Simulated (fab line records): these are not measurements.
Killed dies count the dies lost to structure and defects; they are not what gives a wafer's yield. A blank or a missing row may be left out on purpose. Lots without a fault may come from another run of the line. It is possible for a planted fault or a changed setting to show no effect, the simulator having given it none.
fab line records | flow n5Finfet
record lots=7 | wafers=39
route steps=1938 shown FIN_CUT@176 DUMMY_GATE@243 SD_EPI_N@267 GATE_CUT@493
startH: hours from the record's opening day to when the first of the lot's shown wafers began | waitH: time in hours since the lot's previous step | " as in the row above | L1.1+2: one row covering several wafers at once | - no value present, or no start provided | * or withheld: withheld | < > ~ a bound
route shown NAME@n: NAME is a module with steps in the file, n the number in the route of the first one | usual: the fault-free wafers' mean and standard deviation | same: alike in all rows | chamber/n: place in a boat | sites: each site's reading | _std_site: their standard deviation | _edge_site: inner sites' mean taken away from outer sites' mean | radiusMm: for every site, how far away it sits from the centre of the wafer | mask NAME#n: copy n | behind: the last tool/chamber to shape the wafer | hold: the reason the lot was held/the length of the hold in hours/how it ended | device: names the non-switching transistor (n, p or np) | end of line: tests run on the same wafers once the route is complete | a step without rows: its recipe alone | killed: count of dies lost to structure and defects at first sort (not the wafer's yield) | map: a wafer's dies, x killed, . not, _ none there
set.NAME: the run value of the setting; set.NAME@STEP: its run value at that earlier step | model.NAME: the simulator's own value behind a step, which no gauge read
lots where settings were altered on purpose, with a table for each step and a row for each wafer
## steps
# step N5_FIN_CUT_CUT_ETCH_15
# recipe chemistry=HBr/Cl2/O2 | target=Si | targetDepthA=1000 | btTimeS=10 | maskMaterial=SOC | timeS=42.4 | ionEnergyEv=* | biasW=* | pressureMtorr=10 | icpW=800 | HBr_flow_sccm=150 | Cl2_flow_sccm=80 | O2_flow_sccm=12
lot.wafer | tool     | chamber | startH | waitH | set.targetDepthA | model.FIN_CUT.featureDepthNm | model.etch.depthNm | model.SOC_of_FIN_CUT_COAT_18.thkNm
L079.1    | rieSi-02 | 1       | 58.04  | 0.1   | 1000             | 101.8                        | 101.7              | 170.6
L079.2    | "        | 0       | "      | "     | 1115             | 113                          | 113                | 165.8
L079.3    | "        | 2       | "      | "     | 1000             | 100                          | 100                | 171.2
L079.4    | "        | 3       | "      | "     | 1115             | 112.2                        | 112.2              | 166.4
L079.5    | "        | 2       | "      | "     | 1115             | 111.4                        | 111.5              | 165.8
L079.6    | "        | 1       | "      | "     | 1000             | 102                          | 102                | 169.6
L081.1    | rieSi-02 | 0       | 69.94  | 0.1   | 1000             | 101.6                        | 101.6              | 169.4
L081.2    | "        | 3       | "      | "     | 1000             | 100.6                        | 100.6              | 170
L081.3    | "        | 1       | "      | "     | 914.7            | 93.2                         | 93.13              | 172.4
L081.4    | "        | 2       | "      | "     | 914.7            | 92.8                         | 92.71              | 172
L081.5    | "        | 0       | "      | "     | 914.7            | 93.6                         | 93.56              | 172.4
L081.6    | "        | 3       | "      | "     | 1000             | 100.4                        | 100.5              | 170
L086.1    | rieSi-06 | 2       | 98.92  | 0.1   | 1000             | 100.8                        | 100.8              | 169.4
L086.2    | "        | 3       | "      | "     | 1000             | 101.2                        | 101.1              | 170
L086.3    | "        | 0       | "      | "     | 1000             | 98.4                         | 98.42              | 170.2
L086.4    | "        | 1       | "      | "     | 1000             | 97.8                         | 97.87              | 170.8
L086.5    | "        | 0       | "      | "     | 1000             | 98.6                         | 98.54              | 170
L086.6    | "        | 1       | "      | "     | 1000             | 96.8                         | 96.86              | 170.8
L089.2    | rieSi-06 | 3       | 117.96 | 0.1   | 1000             | 100.6                        | 100.6              | 170.4
L089.4    | "        | 0       | "      | "     | 1000             | 98.6                         | 98.58              | 172.2
L089.5    | "        | 3       | "      | "     | 1000             | 100.6                        | 100.6              | 171
L091.1    | rieSi-06 | 3       | 130.03 | 0.1   | 1000             | 99.4                         | 99.36              | 170.4
L091.2    | "        | 2       | "      | "     | 1000             | 100.4                        | 100.5              | 169.4
L091.3    | "        | 0       | "      | "     | 1000             | 98.4                         | 98.47              | 170.8
L091.4    | "        | 1       | "      | "     | 1000             | 97.4                         | 97.43              | 170.4
L091.5    | "        | 2       | "      | "     | 1000             | 101.4                        | 101.4              | 169.8
L091.6    | "        | 1       | "      | "     | 1000             | 96.8                         | 96.84              | 171.2
L092.1    | rieSi-02 | 3       | 134.44 | 0.1   | 1000             | 102.6                        | 102.5              | 169.4
L092.2    | "        | 0       | "      | "     | 1000             | 102.8                        | 102.7              | 169.6
L092.3    | "        | 1       | "      | "     | 1000             | 102.8                        | 102.8              | 168.8
L092.4    | "        | 2       | "      | "     | 1000             | 100.2                        | 100.1              | 170
L092.5    | "        | 1       | "      | "     | 1000             | 102.2                        | 102.3              | 169.4
L092.6    | "        | 2       | "      | "     | 1000             | 101                          | 101.1              | 169.4
L094.1    | rieSi-02 | 2       | 147.90 | 0.1   | 1000             | 99.8                         | 99.75              | 170
L094.2    | "        | 3       | "      | "     | 1034             | 105                          | 104.9              | 169.4
L094.3    | "        | 0       | "      | "     | 1034             | 104.6                        | 104.6              | 169.2
L094.4    | "        | 1       | "      | "     | 1034             | 104.8                        | 104.8              | 169.2
L094.5    | "        | 2       | "      | "     | 1000             | 99.6                         | 99.5               | 170.8
L094.6    | "        | 3       | "      | "     | 1000             | 100.6                        | 100.6              | 170
# step N5_FIN_CUT_CUT_ETCH_28
# recipe chemistry=HBr/Cl2/O2 | target=Si | targetDepthA=60 | maskMaterial=SOC | timeS=2.4 | ionEnergyEv=* | biasW=* | pressureMtorr=10 | icpW=800 | HBr_flow_sccm=150 | Cl2_flow_sccm=80 | O2_flow_sccm=12
lot.wafer  | tool     | chamber | startH | waitH | set.targetDepthA@FIN_CUT_CUT_ETCH_15 | model.SOC_of_FIN_CUT_COAT_18.thkNm
L079.1     | rieSi-02 | 1       | 58.09  | 0.0   | 1000                                 | 169
L079.2+5   | "        | 0,2     | "      | "     | 1115                                 | 164
L079.3     | "        | 2       | "      | "     | 1000                                 | 169.4
L079.4     | "        | 3       | "      | "     | 1115                                 | 164.8
L079.6     | "        | 1       | "      | "     | 1000                                 | 167.8
L081.1     | rieSi-02 | 0       | 69.99  | 0.0   | 1000                                 | 167.6
L081.2+6   | "        | 3       | "      | "     | 1000                                 | 168.2
L081.3+5   | "        | 1,0     | "      | "     | 914.7                                | 170.8
L081.4     | "        | 2       | "      | "     | 914.7                                | 170.2
L086.1     | rieSi-06 | 2       | 98.97  | 0.0   | 1000                                 | 167.6
L086.2+3+5 | "        | 3,0,0   | "      | "     | 1000                                 | 168.4
L086.4     | "        | 1       | "      | "     | 1000                                 | 169.2
L086.6     | "        | 1       | "      | "     | 1000                                 | 169
L089.2     | rieSi-06 | 3       | 118.01 | 0.0   | 1000                                 | 168.6
L089.4     | "        | 0       | "      | "     | 1000                                 | 170.4
L089.5     | "        | 3       | "      | "     | 1000                                 | 169.4
L091.1     | rieSi-06 | 3       | 130.08 | 0.0   | 1000                                 | 168.6
L091.2     | "        | 2       | "      | "     | 1000                                 | 167.8
L091.3     | "        | 0       | "      | "     | 1000                                 | 169.2
L091.4     | "        | 1       | "      | "     | 1000                                 | 168.8
L091.5     | "        | 2       | "      | "     | 1000                                 | 168
L091.6     | "        | 1       | "      | "     | 1000                                 | 169.6
L092.1+5+6 | rieSi-02 | 3,1,2   | 134.49 | 0.0   | 1000                                 | 167.6
L092.2     | "        | 0       | "      | "     | 1000                                 | 168
L092.3     | "        | 1       | "      | "     | 1000                                 | 167
L092.4     | "        | 2       | "      | "     | 1000                                 | 168.4
L094.1     | rieSi-02 | 2       | 147.96 | 0.0   | 1000                                 | 168.4
L094.2     | "        | 3       | "      | "     | 1034                                 | 167.6
L094.3+4   | "        | 0,1     | "      | "     | 1034                                 | 167.4
L094.5     | "        | 2       | "      | "     | 1000                                 | 169.2
L094.6     | "        | 3       | "      | "     | 1000                                 | 168.2
# step N5_DUMMY_GATE_ETCH_31
# recipe chemistry=C4F6/O2 | target=SiO2 | maskMaterial=SOC | targetDepthA=825 | timeS=27.5 | ionEnergyEv=250 | pressureMtorr=30 | sourceW=345 | biasW=185 | Ar_flow_sccm=300 | C4F6_flow_sccm=10 | O2_flow_sccm=10
lot.wafer | tool       | chamber | startH | waitH | set.targetDepthA | model.etch.depthNm
L079.1    | rieDiel-03 | 0       | 76.35  | 0.0   | 825              | 83.08
L079.2    | "          | 2       | "      | "     | 825              | 82.33
L079.3    | "          | 1       | "      | "     | 825              | 83.29
L079.4    | "          | 3       | "      | "     | 825              | 81.75
L079.5    | "          | 0       | "      | "     | 825              | 82.57
L079.6    | "          | 1       | "      | "     | 825              | 83.66
L081.1    | rieDiel-03 | 2       | 88.05  | 0.0   | 825              | 81.68
L081.2    | "          | 0       | "      | "     | 854.5            | 85.01
L081.3    | "          | 1       | "      | "     | 854.5            | 85.26
L081.4    | "          | 3       | "      | "     | 825              | 81.32
L081.5    | "          | 1       | "      | "     | 825              | 81.61
L081.6    | "          | 0       | "      | "     | 854.5            | 85.44
L086.1    | rieDiel-04 | 0       | 129.10 | 0.0   | 825              | 81.04
L086.2    | "          | 2       | "      | "     | 825              | 82.55
L086.3    | "          | 3       | "      | "     | 825              | 82.75
L086.4    | "          | 1       | "      | "     | 825              | 82.32
L086.5    | "          | 1       | "      | "     | 825              | 82.94
L086.6    | "          | 0       | "      | "     | 825              | 81.41
L089.2    | rieDiel-01 | 3       | 139.86 | 0.0   | 825              | 82.3
L089.4    | "          | 0       | "      | "     | 825              | 82.62
L089.5    | "          | 3       | "      | "     | 825              | 82.55
L091.1    | rieDiel-01 | 1       | 154.45 | 0.0   | 739.1            | 74.14
L091.2    | "          | 2       | "      | "     | 739.1            | 73.05
L091.3    | "          | 3       | "      | "     | 825              | 81.76
L091.4    | "          | 3       | "      | "     | 825              | 81.4
L091.5    | "          | 2       | "      | "     | 739.1            | 72.52
L091.6    | "          | 1       | "      | "     | 825              | 83.08
L092.1    | rieDiel-03 | 1       | 155.15 | 0.0   | 825              | 79.58
L092.2    | "          | 3       | "      | "     | 754              | 73.43
L092.3    | "          | 0       | "      | "     | 754              | 73.63
L092.4    | "          | 1       | "      | "     | 825              | 80.11
L092.5    | "          | 0       | "      | "     | 754              | 73.94
L092.6    | "          | 3       | "      | "     | 825              | 80.36
L094.1    | rieDiel-01 | 3       | 166.26 | 0.0   | 825              | 80.9
L094.2    | "          | 2       | "      | "     | 825              | 80.35
L094.3    | "          | 1       | "      | "     | 825              | 82.31
L094.4    | "          | 0       | "      | "     | 825              | 79.32
L094.5    | "          | 0       | "      | "     | 825              | 80.23
L094.6    | "          | 3       | "      | "     | 825              | 81.74
# step N5_SD_EPI_N_EXPOSE_06
# recipe maskId=SD_N_BLK | na=1.35 | sourceShape=conventional | sigmaOuter=0.8 | polarization=unpolarized | targetCdNm=120 | doseMj=39.75
lot.wafer        | tool           | chamber | startH | waitH | mask       | set.doseMj
L079.1+2+4       | arfiScanner-02 | 0       | 78.18  | -     | SD_N_BLK#0 | 39.75
L079.3+5+6       | "              | 0       | "      | "     | SD_N_BLK#0 | 41.17
L081.1+2+3+4+5+6 | arfiScanner-03 | 0       | 89.53  | -     | SD_N_BLK#0 | 39.75
L086.1+2+3+4+5+6 | arfiScanner-03 | 0       | 130.58 | -     | SD_N_BLK#0 | 39.75
L089.2+4+5       | arfiScanner-02 | 0       | 141.36 | -     | SD_N_BLK#0 | 39.75
L091.1+2+3       | arfiScanner-02 | 0       | 156.06 | -     | SD_N_BLK#0 | 36.79
L091.4+5+6       | "              | 0       | "      | "     | SD_N_BLK#0 | 39.75
L092.1+2+5       | arfiScanner-03 | 0       | 156.78 | -     | SD_N_BLK#0 | 40.64
L092.3+4+6       | "              | 0       | "      | "     | SD_N_BLK#0 | 39.75
L094.1+2+3+4+5+6 | arfiScanner-02 | 0       | 167.86 | -     | SD_N_BLK#0 | 39.75
# step N5_SD_EPI_N_PEB_07
# recipe pebTempC=110 | pebTimeS=60 | resist=CAR-ArF-block
# step N5_SD_EPI_N_DEVELOP_08
# recipe developTimeS=30 | developer=TMAH | resist=CAR-ArF-block | devTempC=23 | rinseLiquid=diw | dry=airSpin
# step N5_SD_EPI_N_CD_MEAS_09
# recipe targetCdNm=120 | landingEnergyEv=500 | detector=seInlens
# usual cdNm=119.3/0.67
lot.wafer | tool     | chamber | startH | waitH | set.doseMj@SD_EPI_N_EXPOSE_06 | cdNm
L079.1    | cdSem-02 | 0       | 78.30  | -     | 39.75                         | 119.4
L079.2    | "        | 0       | "      | "     | 39.75                         | 118.8
L079.3    | "        | 0       | "      | "     | 41.17                         | 121.6
L079.4    | "        | 0       | "      | "     | 39.75                         | 119.0
L079.5    | "        | 0       | "      | "     | 41.17                         | 121.4
L079.6    | "        | 0       | "      | "     | 41.17                         | 121.0
L081.1    | cdSem-01 | 0       | 89.65  | -     | 39.75                         | 118.9
L081.2    | "        | 0       | "      | "     | 39.75                         | 119.5
L081.3    | "        | 0       | "      | "     | 39.75                         | 119.2
L081.4    | "        | 0       | "      | "     | 39.75                         | 119.2
L081.5    | "        | 0       | "      | "     | 39.75                         | 119.5
L081.6    | "        | 0       | "      | "     | 39.75                         | 118.9
L086.1    | cdSem-03 | 0       | 130.70 | -     | 39.75                         | 119.5
L086.2    | "        | 0       | "      | "     | 39.75                         | 119.5
L086.3    | "        | 0       | "      | "     | 39.75                         | 119.1
L086.4    | "        | 0       | "      | "     | 39.75                         | 119.3
L086.5    | "        | 0       | "      | "     | 39.75                         | 119.7
L086.6    | "        | 0       | "      | "     | 39.75                         | 119.5
L089.2    | cdSem-02 | 0       | 141.48 | -     | 39.75                         | 119.2
L089.4    | "        | 0       | "      | "     | 39.75                         | 119.1
L089.5    | "        | 0       | "      | "     | 39.75                         | 119.0
L091.1    | cdSem-02 | 0       | 156.19 | -     | 36.79                         | 114.8
L091.2    | "        | 0       | "      | "     | 36.79                         | 114.6
L091.3    | "        | 0       | "      | "     | 36.79                         | 115.0
L091.4    | "        | 0       | "      | "     | 39.75                         | 119.6
L091.5    | "        | 0       | "      | "     | 39.75                         | 119.9
L091.6    | "        | 0       | "      | "     | 39.75                         | 119.5
L092.1    | cdSem-03 | 0       | 156.90 | -     | 40.64                         | 122.0
L092.2    | "        | 0       | "      | "     | 40.64                         | 121.3
L092.3    | "        | 0       | "      | "     | 39.75                         | 120.4
L092.4    | "        | 0       | "      | "     | 39.75                         | 120.6
L092.5    | "        | 0       | "      | "     | 40.64                         | 121.1
L092.6    | "        | 0       | "      | "     | 39.75                         | 119.7
L094.1    | cdSem-03 | 0       | 167.99 | -     | 39.75                         | 119.4
L094.2    | "        | 0       | "      | "     | 39.75                         | 119.1
L094.3    | "        | 0       | "      | "     | 39.75                         | 119.3
L094.4    | "        | 0       | "      | "     | 39.75                         | 119.2
L094.5    | "        | 0       | "      | "     | 39.75                         | 118.7
L094.6    | "        | 0       | "      | "     | 39.75                         | 119.3
# step N5_SD_EPI_N_DESCUM_14
# recipe chemistry=O2 | timeS=7.9 | sourcePowerW=50 | biasPowerW=20 | pressureMtorr=20 | rfFrequencyHz=2.712e+07 | tempC=40 | resist=CAR-ArF-block | o2FlowSccm=225
lot.wafer | tool       | chamber | startH | waitH | set.doseMj@SD_EPI_N_EXPOSE_06 | model.SD_EPI_N.cdNm
L079.1    | rieDiel-02 | 2       | 78.39  | 0.0   | 39.75                         | 119.6
L079.2+4  | "          | 0,3     | "      | "     | 39.75                         | 119.2
L079.3    | "          | 1       | "      | "     | 41.17                         | 121.8
L079.5    | "          | 3       | "      | "     | 41.17                         | 121.4
L079.6    | "          | 0       | "      | "     | 41.17                         | 121.2
L081.1+3  | rieDiel-05 | 2,1     | 89.74  | 0.0   | 39.75                         | 119
L081.2    | "          | 3       | "      | "     | 39.75                         | 119.6
L081.4+5  | "          | 0,3     | "      | "     | 39.75                         | 119.4
L081.6    | "          | 2       | "      | "     | 39.75                         | 118.8
L086.1+6  | rieDiel-02 | 1,3     | 130.79 | 0.0   | 39.75                         | 119.6
L086.2    | "          | 3       | "      | "     | 39.75                         | 119.2
L086.3+4  | "          | 0,2     | "      | "     | 39.75                         | 119.4
L086.5    | "          | 2       | "      | "     | 39.75                         | 119.8
L089.2+4  | rieDiel-06 | 0,3     | 142.09 | 0.6   | 39.75                         | 119
L089.5    | "          | 3       | "      | "     | 39.75                         | 119.4
L091.1    | rieDiel-05 | 0       | 156.29 | 0.1   | 36.79                         | 114.4
L091.2    | "          | 2       | "      | "     | 36.79                         | 114.8
L091.3    | "          | 1       | "      | "     | 36.79                         | 114.6
L091.4    | "          | 3       | "      | "     | 39.75                         | 119.8
L091.5    | "          | 2       | "      | "     | 39.75                         | 120
L091.6    | "          | 3       | "      | "     | 39.75                         | 119.4
L092.1    | rieDiel-05 | 2       | 157.02 | 0.1   | 40.64                         | 122
L092.2    | "          | 1       | "      | "     | 40.64                         | 121.2
L092.3+4  | "          | 0,3     | "      | "     | 39.75                         | 120.4
L092.5    | "          | 0       | "      | "     | 40.64                         | 121
L092.6    | "          | 1       | "      | "     | 39.75                         | 119.6
L094.1    | rieDiel-05 | 3       | 168.08 | 0.0   | 39.75                         | 119.6
L094.2+3  | "          | 2,1     | "      | "     | 39.75                         | 119.2
L094.4    | "          | 0       | "      | "     | 39.75                         | 119.4
L094.5    | "          | 0       | "      | "     | 39.75                         | 118.8
L094.6    | "          | 1       | "      | "     | 39.75                         | 119
# step N5_SD_EPI_N_ETCH_34
# recipe chemistry=CF4 | target=SiARC | targetDepthA=455 | maskMaterial=CAR-ArF-block | timeS=75.8 | ionEnergyEv=80 | pressureMtorr=40 | sourceW=545 | biasW=36 | Ar_flow_sccm=100 | cf4FlowSccm=100 | ends=cleared
lot.wafer  | tool       | chamber | startH | waitH | set.doseMj@SD_EPI_N_EXPOSE_06 | model.SD_EPI_N.cdNm
L079.1+4   | rieDiel-02 | 2,3     | 78.42  | 0.0   | 39.75                         | 119.2
L079.2     | "          | 0       | "      | "     | 39.75                         | 119.4
L079.3     | "          | 1       | "      | "     | 41.17                         | 122
L079.5     | "          | 3       | "      | "     | 41.17                         | 121.6
L079.6     | "          | 0       | "      | "     | 41.17                         | 121.4
L081.1     | rieDiel-05 | 2       | 89.78  | 0.0   | 39.75                         | 119.2
L081.2+4   | "          | 3,0     | "      | "     | 39.75                         | 119.6
L081.3+5   | "          | 1,3     | "      | "     | 39.75                         | 119.4
L081.6     | "          | 2       | "      | "     | 39.75                         | 119
L086.1+3+5 | rieDiel-02 | 1,0,2   | 130.83 | 0.0   | 39.75                         | 119.6
L086.2     | "          | 3       | "      | "     | 39.75                         | 119.4
L086.4     | "          | 2       | "      | "     | 39.75                         | 119.2
L086.6     | "          | 3       | "      | "     | 39.75                         | 119.8
L089.2+5   | rieDiel-06 | 0,3     | 142.13 | 0.0   | 39.75                         | 119
L089.4     | "          | 3       | "      | "     | 39.75                         | 118.8
L091.1+3   | rieDiel-05 | 0,1     | 156.33 | 0.0   | 36.79                         | 114.6
L091.2     | "          | 2       | "      | "     | 36.79                         | 114.8
L091.4     | "          | 3       | "      | "     | 39.75                         | 119.6
L091.5     | "          | 2       | "      | "     | 39.75                         | 119.8
L091.6     | "          | 3       | "      | "     | 39.75                         | 119.4
L092.1     | rieDiel-05 | 2       | 157.06 | 0.0   | 40.64                         | 122
L092.2+5   | "          | 1,0     | "      | "     | 40.64                         | 121.2
L092.3+4   | "          | 0,3     | "      | "     | 39.75                         | 120.4
L092.6     | "          | 1       | "      | "     | 39.75                         | 119.6
L094.1+4   | rieDiel-05 | 3,0     | 168.11 | 0.0   | 39.75                         | 119.4
L094.2     | "          | 2       | "      | "     | 39.75                         | 119.2
L094.3+5   | "          | 1,0     | "      | "     | 39.75                         | 119
L094.6     | "          | 1       | "      | "     | 39.75                         | 118.8
# step N5_GATE_CUT_ETCH_37
# recipe chemistry=N2/H2 | target=SOC | targetDepthA=600 | overetchA=120 | maskMaterial=SiARC | tempC=40 | timeS=90 | ionEnergyEv=200 | pressureMtorr=30 | sourceW=840 | biasW=150 | n2FlowSccm=200 | h2FlowSccm=200
# usual rfVppV=523.3/2.4
lot.wafer | tool       | chamber | startH | waitH | set.biasW | rfVppV | model.SiARC_of_GATE_CUT_COAT_35.thkNm
L079.1    | rieDiel-01 | 1       | 112.79 | 0.0   | 142.7     | 505.8  | 6.2
L079.2    | "          | 3       | "      | "     | 150       | 526.1  | 6
L079.3    | "          | 0       | "      | "     | 142.7     | 506.5  | 6.2
L079.4    | "          | 2       | "      | "     | 142.7     | 505.5  | 6.2
L079.5    | "          | 0       | "      | "     | 150       | 522.4  | 6
L079.6    | "          | 1       | "      | "     | 150       | 521.5  | 6
L081.1    | rieDiel-03 | 0       | 123.74 | 0.0   | 139.3     | 500.4  | 6.4
L081.2    | "          | 2       | "      | "     | 139.3     | 502.6  | 6.2
L081.3    | "          | 3       | "      | "     | 150       | 522.1  | 6.2
L081.4    | "          | 1       | "      | "     | 139.3     | 501.2  | 6.4
L081.5    | "          | 1       | "      | "     | 150       | 525.0  | 6
L081.6    | "          | 0       | "      | "     | 150       | 523.3  | 6
L086.1    | rieDiel-03 | 2       | 165.14 | 0.0   | 150       | 525.9  | 5.8
L086.2    | "          | 1       | "      | "     | 150       | 525.5  | 6
L086.3    | "          | 3       | "      | "     | 132.8     | 485.2  | 6.6
L086.4    | "          | 0       | "      | "     | 132.8     | 483.7  | 6.6
L086.5    | "          | 1       | "      | "     | 132.8     | 486.3  | 6.4
L086.6    | "          | 0       | "      | "     | 150       | 521.8  | 6
L089.2    | rieDiel-03 | 2       | 185.03 | 0.0   | 150       | 525.6  | 5.8
L089.4    | "          | 3       | "      | "     | 150       | 522.1  | 6.2
L089.5    | "          | 0       | "      | "     | 150       | 522.2  | 6
L091.1    | rieDiel-03 | 2       | 192.13 | 0.0   | 150       | 525.3  | 5.8
L091.2    | "          | 1       | "      | "     | 123.6     | 463.4  | 7
L091.3    | "          | 3       | "      | "     | 123.6     | 463.4  | 7.2
L091.4    | "          | 0       | "      | "     | 150       | 522.8  | 6
L091.5    | "          | 3       | "      | "     | 150       | 521.7  | 6.2
L091.6    | "          | 2       | "      | "     | 123.6     | 465.3  | 6.8
L092.1    | rieDiel-01 | 2       | 193.00 | 0.0   | 150       | 520.2  | 6
L092.2    | "          | 3       | "      | "     | 150       | 527.4  | 6
L092.3    | "          | 0       | "      | "     | 150       | 523.1  | 6
L092.4    | "          | 3       | "      | "     | 150       | 527.8  | 6
L092.5    | "          | 0       | "      | "     | 150       | 524.0  | 6.2
L092.6    | "          | 2       | "      | "     | 150       | 522.0  | 6
L094.1    | rieDiel-01 | 0       | 203.85 | 0.0   | 163.8     | 552.7  | 5.6
L094.2    | "          | 2       | "      | "     | 163.8     | 550.9  | 5.6
L094.3    | "          | 3       | "      | "     | 163.8     | 557.3  | 5.6
L094.4    | "          | 1       | "      | "     | 150       | 522.3  | 6
L094.5    | "          | 2       | "      | "     | 150       | 521.7  | 6
L094.6    | "          | 1       | "      | "     | 150       | 521.9  | 6
# step N5_GATE_CUT_CUT_ETCH_53
# recipe chemistry=SF6/Cl2 | target=W | maskMaterial=SiO2 | targetDepthA=792 | pressureMtorr=8 | icpW=900 | biasW=80 | SF6_flow_sccm=40 | Cl2_flow_sccm=60 | ends=cleared
# usual etchRfOnTimeS=26.6/0.59
lot.wafer | tool        | chamber | startH | waitH | set.icpW | etchRfOnTimeS
L079.1    | rieMetal-03 | 1       | 113.10 | 0.1   | 1054     | 22.8
L079.2    | "           | 0       | "      | "     | 900      | 27.2
L079.3    | "           | 0       | "      | "     | 900      | 27.0
L079.4    | "           | 1       | "      | "     | 1054     | 22.9
L079.5    | "           | 1       | "      | "     | 900      | 26.4
L079.6    | "           | 0       | "      | "     | 1054     | 23.7
L081.1    | rieMetal-01 | 1       | 124.05 | 0.1   | 1015     | 24.1
L081.2    | "           | 0       | "      | "     | 1015     | 24.7
L081.3    | "           | 0       | "      | "     | 900      | 27.5
L081.4    | "           | 1       | "      | "     | 900      | 26.5
L081.5    | "           | 1       | "      | "     | 1015     | 24.1
L081.6    | "           | 0       | "      | "     | 900      | 27.6
L086.1    | rieMetal-01 | 0       | 165.45 | 0.1   | 900      | 27.0
L086.2    | "           | 1       | "      | "     | 1057     | 22.6
L086.3    | "           | 1       | "      | "     | 1057     | 22.8
L086.4    | "           | 0       | "      | "     | 900      | 27.2
L086.5    | "           | 1       | "      | "     | 1057     | 22.7
L086.6    | "           | 0       | "      | "     | 900      | 27.1
L089.2    | rieMetal-03 | 0       | 185.34 | 0.1   | 900      | 27.1
L089.4    | "           | 0       | "      | "     | 900      | 26.8
L089.5    | "           | 0       | "      | "     | 900      | 27.0
L091.1    | rieMetal-01 | 1       | 192.45 | 0.1   | 900      | 26.2
L091.2    | "           | 0       | "      | "     | 787.8    | 30.8
L091.3    | "           | 1       | "      | "     | 787.8    | 29.8
L091.4    | "           | 0       | "      | "     | 900      | 27.6
L091.5    | "           | 1       | "      | "     | 787.8    | 29.4
L091.6    | "           | 0       | "      | "     | 900      | 27.3
L092.1    | rieMetal-01 | 1       | 193.31 | 0.1   | 900      | 25.9
L092.2    | "           | 0       | "      | "     | 900      | 27.2
L092.3    | "           | 0       | "      | "     | 900      | 27.2
L092.4    | "           | 1       | "      | "     | 900      | 25.9
L092.5    | "           | 0       | "      | "     | 900      | 27.1
L092.6    | "           | 1       | "      | "     | 900      | 26.0
L094.1    | rieMetal-02 | 0       | 204.16 | 0.1   | 900      | 26.1
L094.2    | "           | 1       | "      | "     | 947.2    | 24.5
L094.3    | "           | 1       | "      | "     | 900      | 25.4
L094.4    | "           | 0       | "      | "     | 900      | 25.9
L094.5    | "           | 1       | "      | "     | 947.2    | 24.6
L094.6    | "           | 0       | "      | "     | 947.2    | 24.7
## key
split step=N5_FIN_CUT_CUT_ETCH_15 | setting=targetDepthA | stated=1000 | by=wafer
response step=N5_FIN_CUT_CUT_ETCH_15 | reading=model.FIN_CUT.featureDepthNm | change=+0.958 | per=1% | r=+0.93
response step=N5_FIN_CUT_CUT_ETCH_15 | reading=model.etch.depthNm | change=+0.965 | per=1% | r=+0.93
response step=N5_FIN_CUT_CUT_ETCH_15 | reading=model.SOC_of_FIN_CUT_COAT_18.thkNm | change=-0.35 | per=1% | r=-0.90
response step=N5_FIN_CUT_CUT_ETCH_28 | reading=model.SOC_of_FIN_CUT_COAT_18.thkNm | change=-0.357 | per=1% | r=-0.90
split step=N5_DUMMY_GATE_ETCH_31 | setting=targetDepthA | stated=825 | by=wafer
response step=N5_DUMMY_GATE_ETCH_31 | reading=model.etch.depthNm | change=+0.819 | per=1% | r=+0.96
split step=N5_SD_EPI_N_EXPOSE_06 | setting=doseMj | stated=39.75 | by=wafer
response step=N5_SD_EPI_N_CD_MEAS_09 | reading=cdNm | change=+0.645 | per=1% | r=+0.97
response step=N5_SD_EPI_N_DESCUM_14 | reading=model.SD_EPI_N.cdNm | change=+0.665 | per=1% | r=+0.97
response step=N5_SD_EPI_N_ETCH_34 | reading=model.SD_EPI_N.cdNm | change=+0.66 | per=1% | r=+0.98
split step=N5_GATE_CUT_ETCH_37 | setting=biasW | stated=150 | by=wafer
response step=N5_GATE_CUT_ETCH_37 | reading=rfVppV | change=+3.37 | per=1% | r=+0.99
response step=N5_GATE_CUT_ETCH_37 | reading=model.SiARC_of_GATE_CUT_COAT_35.thkNm | change=-0.0517 | per=1% | r=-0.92
split step=N5_GATE_CUT_CUT_ETCH_53 | setting=icpW | stated=900 | by=wafer
response step=N5_GATE_CUT_CUT_ETCH_53 | reading=etchRfOnTimeS | change=* | per=1% | r=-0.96
